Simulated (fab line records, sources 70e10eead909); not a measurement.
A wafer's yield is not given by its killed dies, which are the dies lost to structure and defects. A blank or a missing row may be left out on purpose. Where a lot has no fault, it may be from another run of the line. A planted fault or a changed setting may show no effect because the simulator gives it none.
fab line records | flow nand-harc
record lots=11 | wafers=32 | last-day=33
route steps=1302 shown A_STAIRCASE@651 END@1302
lots that met no fault: from a run of the same line without faults
start-h: hours from the record's opening day to when the first of the lot's shown wafers began | wait-h: hours from the lot's prior step to this one | " identical to the entry in the row above | L1.1+2: several wafers, shown together as one row | - no value present, or no start provided | * or withheld: withheld | < > ~ a bound
route shown NAME@n: names a module that has steps shown in the file, with the first one's number in the route | usual: mean/standard deviation of fault-free wafers | same: alike in all rows | chamber/n: place in a boat | sites: each site's reading | _std_site: their standard deviation | _edge_site: mean of outer sites minus mean of inner sites | radius-mm: for every site, how far away it sits from the centre of the wafer | mask NAME#n: copy n | behind: the most recent tool/chamber to have shaped the wafer | hold: what put the lot on hold/how long, in hours/how the hold closed | device: which transistor (n, p or np) failed to switch | end of line: the route-end tests of the same wafers | a step with no rows: only its recipe | killed: dies that structure and defects cost at the first sort, which is not the same as the wafer's yield | map: shows each die of a wafer: x if killed, . if not, _ if none is there
set.NAME: the setting as run; set.NAME@STEP: as run at that earlier step | model.NAME: the simulator's own value behind a step, which no gauge read
a sample of lots followed through the steps of the route, with each step as a table and each wafer as a row
services: a tool's chamber out of use, with start hour (start-h, from the record's first day; less than 0 if before it), hours out, and reason
## steps
# step NHARC_A_STAIRCASE_ETCH_169
# recipe target-depth-a=500 | time-s=107.1 | ion-energy-ev=120 | ch3f-flow-sccm=50 | o2-flow-sccm=30 | ar-flow-sccm=200 | rf-w=500 | bias-w=100 | chemistry=CH3F/O2
# usual drypump-motor-current-A=5.6/0.57 | o2-flow-sccm=29.99/0.084 | oes-product-au=0.956/0.019 | rf-vpp-V=244.3/1.9 | showerhead-plenum-p-Torr=2.44/0.12 | throttle-valve-pct=20.662/0.0088
lot.wafer | tool        | chamber | start-h | wait-h | drypump-motor-current-A | o2-flow-sccm | oes-product-au | rf-hours-counter-h | rf-vpp-V | showerhead-plenum-p-Torr | throttle-valve-pct
L732.2    | rie-diel-03 | 1       | 375.84  | 0.1    | 4.7                     | 30.07        | 0.971          | 28                 | 241.4    | 2.29                     | 20.646
L732.6    | "           | 0       | "       | "      | 5.4                     | 29.89        | 0.971          | -                  | 243.7    | 2.36                     | 20.655
L732.4    | "           | 2       | "       | "      | 5.9                     | 30.00        | 0.952          | -                  | 245.0    | 2.48                     | 20.653
L734.2    | rie-diel-11 | 2       | 388.12  | 0.1    | 5.3                     | 29.92        | 0.938          | 42                 | 243.4    | 2.38                     | 20.663
L734.1    | "           | 0       | "       | "      | 6.0                     | 30.01        | 0.928          | 38                 | 245.5    | 2.62                     | 20.657
L734.5    | "           | 1       | "       | "      | 6.3                     | 30.02        | 0.917          | -                  | 243.7    | 2.44                     | 20.667
L733.2    | rie-diel-11 | 2       | 388.32  | 0.1    | 5.3                     | 30.09        | 0.956          | 42                 | 245.0    | 2.38                     | 20.667
L733.3    | "           | 3       | "       | "      | 6.2                     | 30.18        | 0.943          | 39                 | 248.2    | 2.64                     | 20.665
L733.6    | "           | 1       | "       | "      | 6.3                     | 29.86        | 0.935          | -                  | 243.5    | 2.44                     | 20.665
L737.1    | rie-diel-11 | 0       | 442.51  | 0.1    | 6.0                     | 29.88        | 0.960          | 0                  | 246.2    | 2.61                     | 20.645
L737.3    | "           | 1       | "       | "      | 6.3                     | 29.97        | 0.970          | 0                  | 243.5    | 2.43                     | 20.659
L737.5    | "           | 3       | "       | "      | 6.2                     | 29.85        | 0.956          | -                  | 248.0    | 2.64                     | 20.667
L738.2    | rie-diel-03 | 1       | 442.71  | 0.1    | 4.7                     | 29.88        | 0.949          | 39                 | 240.9    | 2.28                     | 20.657
L738.1    | "           | 0       | "       | "      | 5.4                     | 29.93        | 0.955          | 39                 | 242.2    | 2.36                     | 20.661
L738.5    | "           | 1       | "       | "      | 4.7                     | 29.87        | 0.954          | -                  | 241.4    | 2.28                     | 20.657
L740.3    | rie-diel-13 | 0       | 452.39  | 0.1    | 6.5                     | 29.92        | 0.976          | 38                 | 243.2    | 2.40                     | 20.664
L740.5    | "           | 3       | "       | "      | 5.2                     | 30.13        | 0.963          | -                  | 246.4    | 2.64                     | 20.657
L740.6    | "           | 0       | "       | "      | 6.5                     | 29.91        | 0.965          | -                  | 243.2    | 2.40                     | 20.655
L739.3    | rie-diel-11 | 1       | 452.55  | 0.1    | 6.3                     | 29.99        | 0.952          | 5                  | 245.0    | 2.43                     | 20.664
L739.6    | "           | 1       | "       | "      | 6.3                     | 30.00        | 0.959          | -                  | 243.5    | 2.43                     | 20.667
L739.5    | "           | 2       | "       | "      | 5.3                     | 30.06        | 0.971          | -                  | 244.3    | 2.37                     | 20.674
L742.1    | rie-diel-03 | 1       | 492.31  | 0.1    | 4.7                     | 29.96        | 0.921          | 11                 | 243.0    | 2.28                     | 20.662
L742.5    | "           | 1       | "       | "      | 4.7                     | 30.03        | 0.918          | -                  | 243.5    | 2.28                     | 20.651
L743.4    | rie-diel-13 | 1       | 492.65  | 0.1    | 4.8                     | 30.08        | 0.950          | 57                 | 242.7    | 2.38                     | 20.674
L743.6    | "           | 2       | "       | "      | 5.6                     | 30.02        | 0.947          | -                  | 242.5    | 2.35                     | 20.658
L743.5    | "           | 3       | "       | "      | 5.2                     | 29.99        | 0.941          | -                  | 246.7    | 2.64                     | 20.650
L750.4    | rie-diel-03 | 2       | 563.43  | 0.1    | 5.8                     | 29.99        | 0.960          | 17                 | 244.3    | 2.47                     | 20.646
L750.1    | "           | 0       | "       | "      | 5.4                     | 30.08        | 0.975          | 32                 | 243.3    | 2.34                     | 20.663
L750.5    | "           | 3       | "       | "      | 5.9                     | 30.18        | 0.955          | -                  | 244.9    | 2.49                     | 20.647
L751.4    | rie-diel-11 | 2       | 572.85  | 0.2    | 5.3                     | 29.89        | 0.946          | 42                 | 242.9    | 2.36                     | 20.682
L751.3    | "           | 3       | "       | "      | 6.2                     | 30.01        | 0.928          | 46                 | 246.2    | 2.62                     | 20.664
L751.1    | "           | 0       | "       | "      | 6.0                     | 29.87        | 0.938          | 45                 | 247.1    | 2.60                     | 20.667
# step NHARC_A_STAIRCASE_TRIM_12
# recipe time-s=211.2 | o2-flow-sccm=500 | ar-flow-sccm=0 | bias-w=0 | chemistry=O2
# usual drypump-motor-current-A=5.6/0.57 | o2-flow-sccm=499.9/1.6 | oes-product-au=1.000/0.011 | rf-vpp-V=57.7/0.87 | showerhead-plenum-p-Torr=3.49/0.15 | throttle-valve-pct=17.037/0.0086
lot.wafer | tool        | chamber | start-h | wait-h | drypump-motor-current-A | o2-flow-sccm | oes-product-au | rf-hours-counter-h | rf-vpp-V | showerhead-plenum-p-Torr | throttle-valve-pct
L732.2    | rie-diel-13 | 2       | 377.58  | 0.1    | 5.6                     | 499.6        | 1.003          | 10                 | 56.5     | 3.41                     | 17.035
L732.4    | "           | 0       | "       | "      | 6.5                     | 498.5        | 1.014          | 8                  | 57.8     | 3.46                     | 17.036
L732.6    | "           | 2       | "       | "      | 5.6                     | 498.0        | 0.991          | -                  | 56.7     | 3.41                     | 17.051
L734.1    | rie-diel-13 | 0       | 389.99  | 0.1    | 6.5                     | 498.4        | 1.017          | 11                 | 58.2     | 3.46                     | 17.045
L734.2    | "           | 3       | "       | "      | 5.3                     | 498.3        | 1.002          | 13                 | 58.9     | 3.80                     | 17.033
L734.5    | "           | 1       | "       | "      | 4.8                     | 498.7        | 0.987          | -                  | 57.6     | 3.44                     | 17.019
L733.2    | rie-diel-13 | 1       | 390.17  | 0.1    | 4.8                     | 500.2        | 0.984          | 11                 | 57.8     | 3.44                     | 17.054
L733.3    | "           | 2       | "       | "      | 5.6                     | 498.9        | 0.999          | 14                 | 57.5     | 3.41                     | 17.043
L733.6    | "           | 2       | "       | "      | 5.7                     | 500.4        | 1.005          | -                  | 58.2     | 3.41                     | 17.021
L737.3    | rie-diel-13 | 0       | 444.29  | 0.1    | 6.5                     | 501.4        | 1.011          | 35                 | 58.5     | 3.45                     | 17.039
L737.1    | "           | 3       | "       | "      | 5.2                     | 499.8        | 1.005          | 41                 | 57.8     | 3.78                     | 17.039
L737.5    | "           | 1       | "       | "      | 4.8                     | 500.6        | 0.990          | -                  | 57.3     | 3.42                     | 17.025
L738.2    | rie-diel-13 | 2       | 445.26  | 0.3    | 5.6                     | 500.5        | 1.008          | 43                 | 58.8     | 3.39                     | 17.034
L738.1    | "           | 0       | "       | "      | 6.5                     | 499.4        | 1.012          | 36                 | 57.1     | 3.45                     | 17.042
L738.5    | "           | 1       | "       | "      | 4.8                     | 501.2        | 1.003          | -                  | 57.6     | 3.42                     | 17.039
L740.3    | rie-diel-13 | 0       | 454.26  | 0.1    | 6.5                     | 496.0        | 1.006          | 38                 | 57.2     | 3.44                     | 17.038
L740.5    | "           | 1       | "       | "      | 4.8                     | 501.8        | 0.994          | -                  | 57.0     | 3.42                     | 17.032
L740.6    | "           | 2       | "       | "      | 5.6                     | 498.5        | 1.001          | -                  | 58.3     | 3.39                     | 17.052
L739.3    | rie-diel-13 | 1       | 454.79  | 0.2    | 4.8                     | 500.6        | 0.996          | 45                 | 56.6     | 3.42                     | 17.044
L739.6    | "           | 1       | "       | "      | 4.8                     | 499.6        | 1.003          | -                  | 58.7     | 3.42                     | 17.039
L739.5    | "           | 2       | "       | "      | 5.6                     | 498.8        | 1.002          | -                  | 58.0     | 3.39                     | 17.035
L742.1    | rie-diel-13 | 0       | 494.31  | 0.1    | 6.5                     | 500.0        | 1.003          | 50                 | 56.1     | 3.44                     | 17.033
L742.5    | "           | 2       | "       | "      | 5.6                     | 501.4        | 0.995          | -                  | 59.0     | 3.38                     | 17.044
L743.4    | rie-diel-03 | 0       | 494.66  | 0.1    | 5.4                     | 499.9        | 0.991          | -                  | 57.4     | 3.38                     | 17.034
L743.6    | "           | 1       | "       | "      | 4.7                     | 501.7        | 0.992          | -                  | 57.3     | 3.28                     | 17.037
L743.5    | "           | 3       | "       | "      | 5.9                     | 497.3        | 1.004          | -                  | 58.6     | 3.59                     | 17.014
L750.4    | rie-diel-11 | 1       | 565.33  | 0.1    | 6.3                     | 499.5        | 0.989          | 38                 | 57.7     | 3.47                     | 17.039
L750.1    | "           | 2       | "       | "      | 5.3                     | 500.0        | 1.002          | 38                 | 57.8     | 3.39                     | 17.061
L750.5    | "           | 0       | "       | "      | 6.0                     | 500.5        | 0.997          | -                  | 57.9     | 3.72                     | 17.038
L751.4    | rie-diel-11 | 2       | 574.94  | 0.1    | 5.3                     | 501.8        | 1.015          | 43                 | 58.1     | 3.38                     | 17.029
L751.3    | "           | 3       | "       | "      | 6.2                     | 501.2        | 1.001          | 48                 | 58.7     | 3.75                     | 17.039
L751.1    | "           | 0       | "       | "      | 6.0                     | 498.0        | 1.001          | 46                 | 58.6     | 3.72                     | 17.039
# step NHARC_A_STAIRCASE_TRIM_16
# recipe time-s=211.2 | o2-flow-sccm=500 | ar-flow-sccm=0 | bias-w=0 | chemistry=O2
# usual drypump-motor-current-A=5.6/0.59 | o2-flow-sccm=500.1/1.5 | oes-product-au=1.001/0.01 | rf-vpp-V=57.7/0.95 | showerhead-plenum-p-Torr=3.51/0.17 | throttle-valve-pct=17.037/0.01
lot.wafer | tool        | chamber | start-h | wait-h | drypump-motor-current-A | o2-flow-sccm | oes-product-au | rf-hours-counter-h | rf-vpp-V | showerhead-plenum-p-Torr | throttle-valve-pct
L732.2    | rie-diel-13 | 3       | 378.05  | -      | 5.2                     | 502.8        | 0.996          | 11                 | 59.5     | 3.80                     | 17.050
L732.4    | "           | 0       | "       | "      | 6.5                     | 499.9        | 1.008          | 8                  | 58.0     | 3.46                     | 17.048
L732.6    | "           | 0       | "       | "      | 6.5                     | 499.3        | 1.010          | -                  | 58.5     | 3.46                     | 17.059
L734.2    | rie-diel-13 | 3       | 390.54  | -      | 5.3                     | 503.0        | 1.001          | 14                 | 59.4     | 3.80                     | 17.025
L734.1    | "           | 0       | "       | "      | 6.5                     | 500.6        | 1.015          | 11                 | 56.8     | 3.46                     | 17.043
L734.5    | "           | 3       | "       | "      | 5.2                     | 500.5        | 1.000          | -                  | 58.2     | 3.80                     | 17.023
L733.3    | rie-diel-13 | 0       | 390.72  | -      | 6.5                     | 500.3        | 1.008          | 11                 | 58.5     | 3.46                     | 17.035
L733.2    | "           | 2       | "       | "      | 5.6                     | 498.6        | 1.006          | 14                 | 57.1     | 3.41                     | 17.026
L733.6    | "           | 3       | "       | "      | 5.3                     | 500.6        | 1.009          | -                  | 58.5     | 3.80                     | 17.037
L737.3    | rie-diel-13 | 1       | 445.33  | -      | 4.8                     | 501.8        | 0.988          | 43                 | 58.5     | 3.42                     | 17.044
L737.1    | "           | 0       | "       | "      | 6.5                     | 502.2        | 1.020          | 36                 | 57.3     | 3.45                     | 17.045
L737.5    | "           | 2       | "       | "      | 5.6                     | 498.0        | 1.003          | -                  | 56.7     | 3.39                     | 17.033
L738.1    | rie-diel-13 | 3       | 445.78  | -      | 5.3                     | 499.8        | 1.006          | 42                 | 57.4     | 3.78                     | 17.040
L738.2    | "           | 1       | "       | "      | 4.8                     | 500.7        | 0.988          | 43                 | 57.3     | 3.42                     | 17.037
L738.5    | "           | 3       | "       | "      | 5.3                     | 501.1        | 1.006          | -                  | 55.9     | 3.78                     | 17.026
L740.3    | rie-diel-13 | 1       | 454.91  | -      | 4.8                     | 501.2        | 1.001          | 45                 | 58.1     | 3.42                     | 17.035
L740.5    | "           | 3       | "       | "      | 5.2                     | 501.4        | 1.344          | -                  | 60.3     | 3.78                     | 17.047
L740.6    | "           | 0       | "       | "      | 6.5                     | 500.6        | 1.000          | -                  | 58.1     | 3.44                     | 17.031
L739.3    | rie-diel-13 | 0       | 455.34  | -      | 6.5                     | 498.9        | 1.016          | 39                 | 57.1     | 3.44                     | 17.039
L739.6    | "           | 3       | "       | "      | 5.2                     | 499.2        | 1.004          | -                  | 60.2     | 3.78                     | 17.035
L739.5    | "           | 0       | "       | "      | 6.5                     | 499.4        | 1.374          | -                  | 59.2     | 3.44                     | 17.031
L742.1    | rie-diel-13 | 0       | 494.73  | -      | 6.5                     | 501.2        | 1.360          | 50                 | 58.3     | 3.44                     | 17.017
L742.5    | "           | 1       | "       | "      | 4.8                     | 500.3        | 1.332          | -                  | 56.5     | 3.42                     | 17.048
L743.4    | rie-diel-03 | 0       | 495.20  | -      | 5.4                     | 497.9        | 0.983          | -                  | 57.3     | 3.38                     | 17.040
L743.6    | "           | 1       | "       | "      | 4.7                     | 501.2        | 0.998          | -                  | 57.0     | 3.28                     | 17.037
L743.5    | "           | 3       | "       | "      | 5.9                     | 499.4        | 1.000          | -                  | 57.1     | 3.59                     | 17.052
L750.1    | rie-diel-11 | 0       | 565.80  | -      | 6.0                     | 499.8        | 0.994          | 40                 | 58.3     | 3.72                     | 17.054
L750.4    | "           | 2       | "       | "      | 5.3                     | 500.1        | 1.016          | 38                 | 56.6     | 3.39                     | 17.025
L750.5    | "           | 3       | "       | "      | 6.2                     | 500.6        | 0.993          | -                  | 59.1     | 3.75                     | 17.039
L751.3    | rie-diel-11 | 3       | 575.39  | -      | 6.2                     | 500.8        | 1.002          | 48                 | 58.6     | 3.75                     | 17.056
L751.4    | "           | 0       | "       | "      | 6.0                     | 499.2        | 1.007          | 47                 | 59.4     | 3.72                     | 17.030
L751.1    | "           | 1       | "       | "      | 6.3                     | 500.8        | 0.987          | 44                 | 57.9     | 3.47                     | 17.054
# step NHARC_A_STAIRCASE_ETCH_17
# recipe target-depth-a=1000 | time-s=40.5 | ion-energy-ev=400 | c4f8-flow-sccm=20 | o2-flow-sccm=10 | ar-flow-sccm=withheld | rf-w=600 | bias-w=1000 | chemistry=C4F8/O2
# usual oes-product-au=0.943/0.011 | rf-vpp-V=895/5.8
lot.wafer | tool        | chamber | start-h | wait-h | oes-product-au | rf-hours-counter-h | rf-vpp-V
L732.2    | rie-diel-13 | 1       | -       | -      | 0.935          | 8                  | 892
L732.4    | "           | 2       | "       | "      | 0.948          | 11                 | 891
L732.6    | "           | 2       | "       | "      | 0.943          | -                  | 891
L734.1    | rie-diel-13 | 1       | -       | -      | 0.919          | 12                 | 893
L734.2    | "           | 3       | "       | "      | 0.936          | 14                 | 905
L734.5    | "           | 1       | "       | "      | 0.917          | -                  | 893
L733.3    | rie-diel-13 | 2       | -       | -      | 0.935          | 15                 | 891
L733.2    | "           | 0       | "       | "      | 0.948          | 12                 | 893
L733.6    | "           | 1       | "       | "      | 0.931          | -                  | 892
L737.1    | rie-diel-13 | 3       | -       | -      | 0.963          | 42                 | 904
L737.3    | "           | 0       | "       | "      | 0.964          | 36                 | 894
L737.5    | "           | 2       | "       | "      | 0.948          | -                  | 891
L738.1    | rie-diel-13 | 0       | -       | -      | 0.945          | 36                 | 892
L738.2    | "           | 1       | "       | "      | 0.934          | 43                 | 892
L738.5    | "           | 2       | "       | "      | 0.943          | -                  | 891
L740.3    | rie-diel-13 | 1       | -       | -      | 0.939          | 45                 | 892
L740.6    | "           | 2       | "       | "      | 0.931          | -                  | 891
L740.5    | "           | 3       | "       | "      | 0.929          | -                  | 905
L739.3    | rie-diel-13 | 3       | -       | -      | 0.938          | 44                 | 904
L739.6    | "           | 1       | "       | "      | 0.950          | -                  | 892
L739.5    | "           | 2       | "       | "      | 0.948          | -                  | 890
L742.1    | rie-diel-13 | 3       | -       | -      | 0.953          | 59                 | 905
L742.5    | "           | 3       | "       | "      | 0.948          | -                  | 905
L743.5    | rie-diel-03 | 3       | -       | -      | 0.966          | -                  | 896
L743.4    | "           | 0       | "       | "      | 0.940          | -                  | 890
L743.6    | "           | 1       | "       | "      | 0.943          | -                  | 886
L750.4    | rie-diel-11 | 3       | -       | -      | 0.925          | 42                 | 904
L750.1    | "           | 1       | "       | "      | 0.927          | 39                 | 894
L750.5    | "           | 3       | "       | "      | 0.929          | -                  | 903
L751.3    | rie-diel-11 | 0       | -       | -      | 0.943          | 47                 | 902
L751.4    | "           | 1       | "       | "      | 0.946          | 44                 | 893
L751.1    | "           | 3       | "       | "      | 0.936          | 48                 | 904
# step NHARC_END_SORT_01
# recipe temp-c=25
# usual killed-at-array=55/20 | killed-at-other=0.7/0.96 | killed-at-periphery=4.1/2.4 | killed-dies=60/20 | killed-open=3.3/1.9 | killed-short=2.8/1.6
# same gross-dies=677
lot.wafer | tool      | chamber | start-h | wait-h | killed-at-array | killed-at-other | killed-at-periphery | killed-dies | killed-open | killed-short
L739.3    | prober-02 | 0       | 656.20  | 3.1    | 39              | 0               | 6                   | 45          | 4           | 3
L739.5    | prober-02 | 0       | 657.81  | 3.7    | 672             | 0               | 5                   | 677         | 5           | 1
L739.6    | prober-02 | 0       | 658.62  | 4.0    | 45              | 0               | 11                  | 56          | 3           | 2
L740.3    | prober-02 | 0       | 672.80  | 3.1    | 35              | 0               | 6                   | 41          | 1           | 2
L740.5    | prober-02 | 0       | 674.39  | 3.7    | 667             | 3               | 7                   | 677         | 3           | 1
L740.6    | prober-02 | 0       | 675.18  | 4.0    | 35              | 2               | 5                   | 42          | 7           | 6
L742.1    | prober-01 | 0       | 697.90  | 2.5    | 669             | 4               | 4                   | 677         | 4           | 1
L742.5    | prober-01 | 0       | 701.13  | 3.7    | 671             | 1               | 5                   | 677         | 1           | 2
# killed by level:class
L739.3 A_SLIT:chamber-film-flake=22 A_CONTACT:chamber-film-flake=6 A_CHANNEL_HOLE_D2:chamber-film-flake=3 P_M2:chamber-film-flake=2 P_BONDPAD:chamber-film-flake=2 P_STI:geometric-particle:open=1 P_CONTACT:geometric-particle:open=1 A_CHANNEL_HOLE_D1:geometric-particle:short=1
L739.5 A_STAIRCASE:area-trim=623 A_SLIT:chamber-film-flake=29 A_CONTACT:chamber-film-flake=4 A_DECK1_JOINT:chamber-film-flake=3 A_CHANNEL_HOLE_D2:chamber-film-flake=3 A_CHANNEL_HOLE_D1:chamber-film-flake=2 P_GATE:geometric-particle:open=1 P_CONTACT:geometric-particle:open=1
L739.6 A_SLIT:chamber-film-flake=30 P_M2:chamber-film-flake=6 A_CHANNEL_HOLE_D1:chamber-film-flake=4 A_CHANNEL_FILL_D1:geometric-particle:open=2 A_CONTACT:chamber-film-flake=2 A_DECK1_JOINT:chamber-film-flake=2 A_CHANNEL_HOLE_D2:chamber-film-flake=2 P_STI:geometric-particle:short=1
L740.3 A_CHANNEL_HOLE_D2:chamber-film-flake=16 A_CONTACT:chamber-film-flake=5 A_CHANNEL_HOLE_D1:chamber-film-flake=4 A_DECK1_JOINT:chamber-film-flake=3 P_M2:chamber-film-flake=2 A_M1:chamber-film-flake=2 A_ONON_D1:geometric-particle:short=1 A_CHANNEL_HOLE_D1:geometric-particle:open=1
L740.5 A_STAIRCASE:area-trim=634 A_CHANNEL_HOLE_D2:chamber-film-flake=17 A_CHANNEL_HOLE_D1:chamber-film-flake=4 A_SLIT:chamber-film-flake=4 A_M1:chamber-film-flake=4 THIN_TSV:chamber-film-flake=3 P_CONTACT:geometric-particle:open=2 P_BONDPAD:chamber-film-flake=2
L740.6 A_CHANNEL_HOLE_D2:chamber-film-flake=12 A_CHANNEL_HOLE_D1:chamber-film-flake=6 A_SLIT:chamber-film-flake=4 A_CONTACT:chamber-film-flake=3 P_M0:geometric-particle:short=2 A_CHANNEL_FILL_D2:geometric-particle:open=2 THIN_TSV:chamber-film-flake=2 P_GATE:geometric-particle:short=1
L742.1 A_STAIRCASE:area-trim=626 A_SLIT:chamber-film-flake=24 A_WL_FILL:chamber-film-flake=4 THIN_TSV:chamber-film-flake=4 A_STAIRCASE:chamber-film-flake=3 A_CONTACT:chamber-film-flake=3 P_BONDPAD:chamber-film-flake=2 A_CHANNEL_HOLE_D1:chamber-film-flake=2
L742.5 A_STAIRCASE:area-trim=621 A_SLIT:chamber-film-flake=30 A_CONTACT:chamber-film-flake=4 A_STAIRCASE:chamber-film-flake=3 A_SGD_CUT:chamber-film-flake=3 P_GATE:geometric-particle:short=2 P_BONDPAD:chamber-film-flake=2 A_CHANNEL_HOLE_D1:chamber-film-flake=2
## services
tool        | chamber | start-h | hours | kind
rie-diel-13 | 0       | 352.02  | -     | clean
rie-diel-13 | 1       | 352.02  | -     | clean
rie-diel-13 | 2       | 352.02  | -     | clean
rie-diel-13 | 3       | 352.02  | -     | clean
rie-diel-13 | 3       | 352.02  | -     | consumable-replace:showerhead
rie-diel-13 | 0       | 376.60  | -     | clean
rie-diel-13 | 1       | 376.60  | -     | clean
rie-diel-13 | 2       | 376.60  | -     | clean
rie-diel-13 | 3       | 376.60  | -     | clean
rie-diel-03 | -       | 382.87  | 19.8  | repair
rie-diel-13 | 0       | 402.30  | -     | clean
rie-diel-13 | 1       | 402.30  | -     | clean
rie-diel-11 | 1       | 406.30  | 4.6   | repair
rie-diel-03 | -       | 407.22  | 0.5   | repair
rie-diel-11 | 0       | 412.92  | 1.2   | repair
rie-diel-13 | 0       | 414.23  | 11.1  | repair
rie-diel-11 | -       | 432.72  | 9.0   | pm
rie-diel-03 | -       | 458.48  | 9.0   | pm
rie-diel-11 | 0       | 477.13  | 5.4   | repair
rie-diel-11 | -       | 480.17  | 0.7   | repair
rie-diel-11 | 2       | 485.48  | 1.2   | repair
rie-diel-13 | -       | 520.02  | 9.0   | pm
rie-diel-11 | 0       | 544.89  | 2.9   | repair
rie-diel-03 | -       | 565.19  | 7.5   | repair
## key
first-sign step=NHARC_A_STAIRCASE_TRIM_16 | reading=oes-product-au | direction=up | sigmas=35 | usual=1.001 | struck=1.352
effect step=NHARC_END_SORT_01 | reading=killed-dies | direction=up | sigmas=31 | usual=60 | struck=677
more-kills-born-at NHARC_A_STAIRCASE_TRIM_16@rie-diel-13=2504
met-at NHARC_A_STAIRCASE_TRIM_16
struck-lots L739,L740,L742
struck-wafers L739.5,L740.5,L742.1,L742.5
later-rows-left-out L739.5,L740.5,L742.1,L742.5
tester-left-out L739,L740,L742
not-acting-at NHARC_A_STAIRCASE_ETCH_169,NHARC_A_STAIRCASE_TRIM_12,NHARC_A_STAIRCASE_ETCH_17
onset-between 445.78 454.91
fault kind=process-parameter-drift | tool=rie-diel-13 | chamber=- | onset-h=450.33 | steps=NHARC_A_STAIRCASE_TRIM_16 | channel=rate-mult | offset=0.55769 | shape=step | end-h=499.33 | scope=struck-wafers-only
# tester-left-out: of these lots the tester's yield and bins aren't shown, on N5 and GAA mostly nor the transistor test; their killed dies are dies lost to structure and defects alone, not to doping, threshold or leakage, so they don't give the yield
# later-rows-left-out: the simulator's readings of these wafers behind a module that went badly wrong aren't trusted and aren't shown, but for the sort
